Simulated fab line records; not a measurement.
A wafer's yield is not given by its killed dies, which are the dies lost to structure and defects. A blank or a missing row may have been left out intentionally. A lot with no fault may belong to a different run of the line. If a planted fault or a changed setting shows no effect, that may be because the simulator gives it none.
Which of the tools did it?	flow nand-harc	72 wafers from 24 lots sampled at 6 of the route's 1302 steps

WHAT EACH GAUGE READ, for each wafer
The record holds no reading of a measuring or inspecting step that can be judged against a usual standard deviation.

EACH LOT AND THE TOOL THAT RAN IT (in order: tool; ch and the chambers of the sampled wafers; start)
lot	NHARC_A_STAIRCASE_ETCH_194	NHARC_A_STAIRCASE_ETCH_201	NHARC_A_STAIRCASE_ETCH_227	NHARC_A_STAIRCASE_TRIM_231	NHARC_A_STAIRCASE_DESCUM_252	NHARC_A_STAIRCASE_ALD_415
L074	rie-diel-07 ch 0,1, day 16 07:29 or earlier	rie-diel-10 ch 1,2, day 16 07:29 or earlier	rie-diel-07 ch 0,2, day 16 07:29 or earlier	rie-diel-04 ch 2,3, day 16 07:29 or earlier	rie-diel-10 ch 1,2, day 16 07:29	ald-hk-02 ch 2,3, day 17 08:35
L075	rie-diel-10 ch 0,1,2, day 16 13:26 or earlier	rie-diel-07 ch 1,2, day 16 13:26 or earlier	rie-diel-10 ch 0,1,2, day 16 13:26 or earlier	rie-diel-10 ch 0,1, day 16 13:26 or earlier	rie-diel-10 ch 0,2, day 16 13:26	ald-hk-01 ch 0,3, day 17 16:27
L077	rie-diel-04 ch 0,2,3, day 17 09:29 or earlier	rie-diel-04 ch 0,2,3, day 17 09:29 or earlier	rie-diel-10 ch 0,1,2, day 17 09:29 or earlier	rie-diel-04 ch 1,2,3, day 17 09:29 or earlier	rie-diel-04 ch 0,1,3, day 17 09:29	ald-hk-03 ch 0,2, day 18 05:05
L076	rie-diel-07 ch 0,1,2, day 17 10:15 or earlier	rie-diel-07 ch 0,1,3, day 17 10:15 or earlier	rie-diel-07 ch 0,1,2, day 17 10:15 or earlier	rie-diel-10 ch 0,2,3, day 17 10:15 or earlier	rie-diel-07 ch 0,1,3, day 17 10:15	ald-hk-02 ch 0,1,3, day 18 05:43
L078	rie-diel-04 ch 0,1,2, day 17 19:35 or earlier	rie-diel-04 ch 0,1,2, day 17 19:35 or earlier	rie-diel-10 ch 0,2, day 17 19:35 or earlier	rie-diel-10 ch 0,1,3, day 17 19:35 or earlier	rie-diel-04 ch 1,2,3, day 17 19:35	ald-hk-01 ch 0,1,3, day 18 13:35
L079	rie-diel-04 ch 0,2,3, day 17 20:13 or earlier	rie-diel-04 ch 0,1,2, day 17 20:13 or earlier	rie-diel-04 ch 0,1,2, day 17 20:13 or earlier	rie-diel-10 ch 0,2,3, day 17 20:13 or earlier	rie-diel-07 ch 1,2,3, day 17 20:13	ald-hk-01 ch 0,2,3, day 18 16:21
L080	rie-diel-07 ch 0,1,2, day 18 11:51 or earlier	rie-diel-10 ch 1,2, day 18 11:51 or earlier	rie-diel-10 ch 0,2,3, day 18 11:51 or earlier	rie-diel-10 ch 0,1,2, day 18 11:51 or earlier	rie-diel-04 ch 0,1, day 18 11:51	ald-hk-01 ch 0,1,3, day 19 10:10
L082	rie-diel-04 ch 0,2,3, day 18 22:49 or earlier	rie-diel-04 ch 1,2,3, day 18 22:49 or earlier	rie-diel-07 ch 0,1, day 18 22:49 or earlier	rie-diel-04 ch 0,1,3, day 18 22:49 or earlier	rie-diel-10 ch 0,1,2, day 18 22:49	ald-hk-02 ch 0,1,3, day 19 21:06
L081	rie-diel-04 ch 0,3, day 19 09:31 or earlier	rie-diel-10 ch 1,2, day 19 09:31 or earlier	rie-diel-10 ch 1,2, day 19 09:31 or earlier	rie-diel-04 ch 0,2,3, day 19 09:31 or earlier	rie-diel-10 ch 1,2,3, day 19 09:31	ald-hk-01 ch 0,1,3, day 20 08:26
L083	rie-diel-04 ch 0,1,2, day 19 21:52 or earlier	rie-diel-04 ch 0,1,3, day 19 21:52 or earlier	rie-diel-04 ch 0,1,3, day 19 21:52 or earlier	rie-diel-04 ch 1,2,3, day 19 21:52 or earlier	rie-diel-10 ch 1,2,3, day 19 21:52	ald-hk-03 ch 0,1,3, day 20 21:47
L084	rie-diel-07 ch 1,2, day 20 07:14 or earlier	rie-diel-07 ch 0,2,3, day 20 07:14 or earlier	rie-diel-07 ch 2,3, day 20 07:14 or earlier	rie-diel-07 ch 0,2, day 20 07:14 or earlier	rie-diel-07 ch 0,2, day 20 07:14	ald-hk-03 ch 0,2, day 21 06:37
L085	rie-diel-04 ch 1,3, day 20 19:32 or earlier	rie-diel-04 ch 0,3, day 20 19:32 or earlier	rie-diel-04 ch 1,2,3, day 20 19:32 or earlier	rie-diel-10 ch 0,1, day 20 19:32 or earlier	rie-diel-04 ch 1,2,3, day 20 19:32	ald-hk-02 ch 1,2,3, day 21 15:40
L086	rie-diel-04 ch 1,3, day 21 00:59 or earlier	rie-diel-10 ch 0,1,2, day 21 00:59 or earlier	rie-diel-04 ch 0,1,3, day 21 00:59 or earlier	rie-diel-04 ch 1,3, day 21 00:59 or earlier	rie-diel-07 ch 0,2,3, day 21 00:59	ald-hk-02 ch 1,2,3, day 21 18:19
L087	rie-diel-07 ch 1,2,3, day 21 21:03 or earlier	rie-diel-07 ch 2,3, day 21 21:03 or earlier	rie-diel-07 ch 1,2,3, day 21 21:03 or earlier	rie-diel-07 ch 0,1,2, day 21 21:03 or earlier	rie-diel-10 ch 1,3, day 21 21:03	ald-hk-01 ch 0,3, day 22 14:46
L089	rie-diel-04 ch 0,1,2, day 22 07:58 or earlier	rie-diel-04 ch 0,1,2, day 22 07:58 or earlier	rie-diel-10 ch 0,2,3, day 22 07:58 or earlier	rie-diel-10 ch 1,2,3, day 22 07:58 or earlier	rie-diel-04 ch 0,1,3, day 22 07:58	ald-hk-01 ch 1,2,3, day 23 03:04
L088	rie-diel-10 ch 0,2, day 22 08:58 or earlier	rie-diel-07 ch 1,2,3, day 22 08:58 or earlier	rie-diel-07 ch 0,3, day 22 08:58 or earlier	rie-diel-07 ch 0,2,3, day 22 08:58 or earlier	rie-diel-04 ch 2,3, day 22 08:58	ald-hk-03 ch 0,2,3, day 23 04:34
L090	rie-diel-04 ch 0,3, day 23 01:13 or earlier	rie-diel-04 ch 0,1, day 23 01:13 or earlier	rie-diel-07 ch 0,3, day 23 01:13 or earlier	rie-diel-07 ch 0,1, day 23 01:13 or earlier	rie-diel-04 ch 0,1, day 23 01:13	ald-hk-03 ch 0,2,3, day 23 22:34
L091	rie-diel-10 ch 0,1,3, day 23 05:05	rie-diel-10 ch 0,1,3, day 23 14:33 or earlier	rie-diel-10 ch 1,3, day 23 14:33 or earlier	rie-diel-10 ch 2,3, day 23 14:33 or earlier	rie-diel-04 ch 0,1,3, day 23 14:33	ald-hk-01 ch 0,1,2, day 24 08:44
L092	rie-diel-10 ch 1,3, day 23 13:44 or earlier	rie-diel-07 ch 1,2, day 23 13:44 or earlier	rie-diel-07 ch 0,1,2, day 23 13:44 or earlier	rie-diel-07 ch 0,1, day 23 13:44 or earlier	rie-diel-04 ch 1,3, day 23 13:44	ald-hk-03 ch 1,2,3, day 24 07:58
L094	rie-diel-04 ch 0,1,2, day 24 07:14 or earlier	rie-diel-04 ch 0,1,2, day 24 07:14 or earlier	rie-diel-10 ch 0,1, day 24 07:14 or earlier	rie-diel-07 ch 0,3, day 24 07:14 or earlier	rie-diel-04 ch 2,3, day 24 07:14	ald-hk-03 ch 1,2, day 25 03:22
L093	rie-diel-10 ch 0,1, day 24 08:13 or earlier	rie-diel-04 ch 0,3, day 24 08:13 or earlier	rie-diel-04 ch 0,3, day 24 08:13 or earlier	rie-diel-04 ch 1,2,3, day 24 08:13 or earlier	rie-diel-04 ch 1,2,3, day 24 08:13	ald-hk-02 ch 1,2,3, day 25 05:55
L096	rie-diel-10 ch 0,1,3, day 25 03:48 or earlier	rie-diel-10 ch 1,2,3, day 25 03:48 or earlier	rie-diel-10 ch 0,2,3, day 25 03:48 or earlier	rie-diel-04 ch 0,2,3, day 25 03:48 or earlier	rie-diel-10 ch 0,2,3, day 25 03:48	ald-hk-03 ch 1,2,3, day 26 00:06
L095	rie-diel-10 ch 0,3, day 25 07:54 or earlier	rie-diel-10 ch 2,3, day 25 07:54 or earlier	rie-diel-10 ch 0,2,3, day 25 07:54 or earlier	rie-diel-07 ch 0,2,3, day 25 07:54 or earlier	rie-diel-10 ch 2,3, day 25 07:54	ald-hk-01 ch 0,1, day 26 10:50
L097	rie-diel-07 ch 2,3, day 26 07:11 or earlier	rie-diel-07 ch 0,3, day 26 07:11 or earlier	rie-diel-04 ch 0,2,3, day 26 07:11 or earlier	rie-diel-07 ch 0,2, day 26 07:11 or earlier	rie-diel-07 ch 0,2,3, day 26 07:11	ald-hk-02 ch 0,2, day 27 06:21
- NHARC_A_STAIRCASE_ETCH_194: etches the open film in C4F8/O2, target depth 100 nm, time 40.5 s.
- NHARC_A_STAIRCASE_ETCH_201: etches the open film in C4F8/O2, target depth 100 nm, time 40.5 s.
- NHARC_A_STAIRCASE_ETCH_227: etches the open film in C4F8/O2, target depth 100 nm, time 40.5 s.
- NHARC_A_STAIRCASE_TRIM_231: chemistry O2, time 211.2 s.
- NHARC_A_STAIRCASE_DESCUM_252: chemistry O2, time 3 s.
- NHARC_A_STAIRCASE_ALD_415: deposits SiO2, target thk 30 nm, pulse time 6 s, ald cycles 300.

AS READ BY THE TOOLS THEMSELVES (means over the sampled wafers that have a number; for cases with no such wafer, the mark the record gives instead)
NHARC_A_STAIRCASE_ETCH_194.
lot	tool	oes-product-au (a.u.)	rf-vpp-V (V)
L074	rie-diel-07	0.948	900
L075	rie-diel-10	0.943	892
L077	rie-diel-04	0.939	899
L076	rie-diel-07	0.943	897
L078	rie-diel-04	0.944	896
L079	rie-diel-04	0.939	899
L080	rie-diel-07	0.934	897
L082	rie-diel-04	0.948	898
L081	rie-diel-04	0.941	902
L083	rie-diel-04	0.944	894
L084	rie-diel-07	0.945	893
L085	rie-diel-04	0.951	891
L086	rie-diel-04	0.944	891
L087	rie-diel-07	0.941	893
L089	rie-diel-04	0.949	895
L088	rie-diel-10	0.944	893
L090	rie-diel-04	0.945	902
L091	rie-diel-10	0.935	892
L092	rie-diel-10	0.932	891
L094	rie-diel-04	0.955	894
L093	rie-diel-10	0.936	892
L096	rie-diel-10	0.943	891
L095	rie-diel-10	0.951	893
L097	rie-diel-07	0.929	892

NHARC_A_STAIRCASE_ETCH_201.
lot	tool	oes-product-au (a.u.)	rf-vpp-V (V)
L074	rie-diel-10	0.948	891
L075	rie-diel-07	0.947	894
L077	rie-diel-04	0.945	898
L076	rie-diel-07	0.947	896
L078	rie-diel-04	0.939	895
L079	rie-diel-04	0.943	894
L080	rie-diel-10	0.950	891
L082	rie-diel-04	0.929	893
L081	rie-diel-10	0.946	890
L083	rie-diel-04	0.939	896
L084	rie-diel-07	0.958	896
L085	rie-diel-04	0.944	902
L086	rie-diel-10	0.943	891
L087	rie-diel-07	0.946	893
L089	rie-diel-04	0.942	895
L088	rie-diel-07	0.953	892
L090	rie-diel-04	0.947	892
L091	rie-diel-10	0.943	892
L092	rie-diel-07	0.941	893
L094	rie-diel-04	0.943	894
L093	rie-diel-04	0.957	901
L096	rie-diel-10	0.941	889
L095	rie-diel-10	0.946	889
L097	rie-diel-07	0.949	894

NHARC_A_STAIRCASE_ETCH_227.
lot	tool	oes-product-au (a.u.)	rf-vpp-V (V)
L074	rie-diel-07	0.943	900
L075	rie-diel-10	0.940	892
L077	rie-diel-10	0.948	892
L076	rie-diel-07	0.944	896
L078	rie-diel-10	0.939	891
L079	rie-diel-04	0.954	895
L080	rie-diel-10	0.951	893
L082	rie-diel-07	0.945	899
L081	rie-diel-10	0.946	890
L083	rie-diel-04	0.939	896
L084	rie-diel-07	0.946	893
L085	rie-diel-04	0.953	893
L086	rie-diel-04	0.946	896
L087	rie-diel-07	0.943	893
L089	rie-diel-10	0.940	892
L088	rie-diel-07	0.950	895
L090	rie-diel-07	0.940	894
L091	rie-diel-10	0.940	891
L092	rie-diel-07	0.943	896
L094	rie-diel-10	0.936	893
L093	rie-diel-04	0.941	901
L096	rie-diel-10	0.941	891
L095	rie-diel-10	0.944	890
L097	rie-diel-04	0.945	897

NHARC_A_STAIRCASE_TRIM_231.
lot	tool	drypump-motor-current-A (A)	oes-product-au (a.u.)	rf-vpp-V (V)	showerhead-plenum-p-Torr (Torr)	throttle-valve-pct (%)
L074	rie-diel-04	5.9	1.005	57.8	3.51	17.029
L075	rie-diel-10	5.9	1.001	57.3	3.50	17.033
L077	rie-diel-04	5.7	1.006	57.4	3.45	17.032
L076	rie-diel-10	5.9	1.004	57.7	3.43	17.024
L078	rie-diel-10	5.7	1.008	58.1	3.45	17.039
L079	rie-diel-10	5.9	1.008	57.3	3.42	17.049
L080	rie-diel-10	5.8	1.001	56.8	3.42	17.036
L082	rie-diel-04	5.2	0.989	58.2	3.55	17.028
L081	rie-diel-04	5.6	0.998	58.2	3.60	17.037
L083	rie-diel-04	5.6	1.000	58.1	3.45	17.027
L084	rie-diel-07	6.3	1.006	57.7	3.63	17.041
L085	rie-diel-10	5.9	1.003	57.9	3.48	17.036
L086	rie-diel-04	5.8	0.998	57.6	3.49	17.034
L087	rie-diel-07	6.0	0.992	58.0	3.54	17.039
L089	rie-diel-10	5.6	0.997	57.6	3.37	17.042
L088	rie-diel-07	6.2	0.994	57.6	3.52	17.039
L090	rie-diel-07	6.2	1.006	56.9	3.61	17.041
L091	rie-diel-10	5.7	0.999	57.1	3.36	17.043
L092	rie-diel-07	6.2	1.006	57.9	3.61	17.039
L094	rie-diel-07	6.3	1.005	58.1	3.48	17.029
L093	rie-diel-04	5.6	1.001	57.3	3.43	17.040
L096	rie-diel-04	5.6	1.004	58.1	3.57	17.033
L095	rie-diel-07	6.2	0.998	57.3	3.51	17.038
L097	rie-diel-07	6.1	0.996	56.5	3.54	17.041

NHARC_A_STAIRCASE_DESCUM_252.
lot	tool	drypump-motor-current-A (A)	oes-product-au (a.u.)	rf-vpp-V (V)	showerhead-plenum-p-Torr (Torr)	throttle-valve-pct (%)
L074	rie-diel-10	5.5	1.010	57.5	1.83	11.317
L075	rie-diel-10	6.2	1.006	57.8	1.88	11.310
L077	rie-diel-04	5.2	1.001	58.2	1.93	11.300
L076	rie-diel-07	6.1	1.004	56.9	1.91	11.302
L078	rie-diel-04	5.6	1.001	57.5	1.87	11.304
L079	rie-diel-07	5.9	1.002	57.4	1.87	11.305
L080	rie-diel-04	4.7	0.995	58.5	1.96	11.307
L082	rie-diel-10	5.8	0.998	57.3	1.86	11.312
L081	rie-diel-10	5.5	1.003	57.1	1.83	11.304
L083	rie-diel-10	5.6	1.005	57.4	1.83	11.302
L084	rie-diel-07	6.1	0.996	57.8	1.93	11.298
L085	rie-diel-04	5.6	1.001	57.0	1.86	11.305
L086	rie-diel-07	6.2	0.996	57.8	1.91	11.300
L087	rie-diel-10	5.4	1.001	57.6	1.83	11.311
L089	rie-diel-04	5.2	0.993	57.4	1.92	11.319
L088	rie-diel-04	6.1	1.005	57.8	1.91	11.305
L090	rie-diel-04	4.8	0.997	57.9	1.87	11.309
L091	rie-diel-04	5.2	1.016	57.9	1.92	11.313
L092	rie-diel-04	5.8	1.004	57.6	1.89	11.304
L094	rie-diel-04	6.0	0.998	57.4	1.91	11.312
L093	rie-diel-04	5.6	1.012	57.8	1.85	11.307
L096	rie-diel-10	5.9	0.997	57.6	1.84	11.317
L095	rie-diel-10	5.7	1.005	57.1	1.81	11.313
L097	rie-diel-07	6.2	0.996	57.9	1.90	11.307

NHARC_A_STAIRCASE_ALD_415.
lot	tool	heater-power-outer-w (W)	heater-power-w (W)	precursor-pulse-height-rel
L074	ald-hk-02	272	507	0.998
L075	ald-hk-01	248	456	1.004
L077	ald-hk-03	252	460	1.022
L076	ald-hk-02	271	472	1.005
L078	ald-hk-01	272	490	0.996
L079	ald-hk-01	243	450	0.994
L080	ald-hk-01	269	486	0.987
L082	ald-hk-02	270	472	0.974
L081	ald-hk-01	273	497	1.009
L083	ald-hk-03	262	460	0.994
L084	ald-hk-03	263	489	0.993
L085	ald-hk-02	264	484	1.002
L086	ald-hk-02	263	480	0.991
L087	ald-hk-01	243	445	1.001
L089	ald-hk-01	276	487	1.001
L088	ald-hk-03	249	456	1.026
L090	ald-hk-03	248	461	0.989
L091	ald-hk-01	269	489	0.980
L092	ald-hk-03	277	487	1.020
L094	ald-hk-03	307	531	0.979
L093	ald-hk-02	256	474	1.005
L096	ald-hk-03	282	489	1.014
L095	ald-hk-01	285	528	0.990
L097	ald-hk-02	288	510	1.011

THE ANSWER, worked out from the rows above alone
Rule: usual is defined by the lots themselves. Put in order of their means at a reading, lots are off if they are a third of the lots or fewer, leave a main group of 4 or more, and stand apart from it by a gap of 3 or more times the standard deviation of the main group's means; of several such gaps the widest counts. A main group is skipped when, at the precision printed for the reading in the tables above, its means are all equal. A lot without any number at a reading at which 4 lots or more have one is off too. All remaining lots with rows at the step are treated as sound. Order of review: gauges by route order, followed by the tools' own readings, for which a lot's mean as printed above is used. At the first step where some lot is off, the reading lying furthest off is the one used; lots without a number count as furthest.
Across all readings shown, no lot is off: no conclusion can be drawn from this.

WHAT WAS PUT IN BY THE SIMULATOR
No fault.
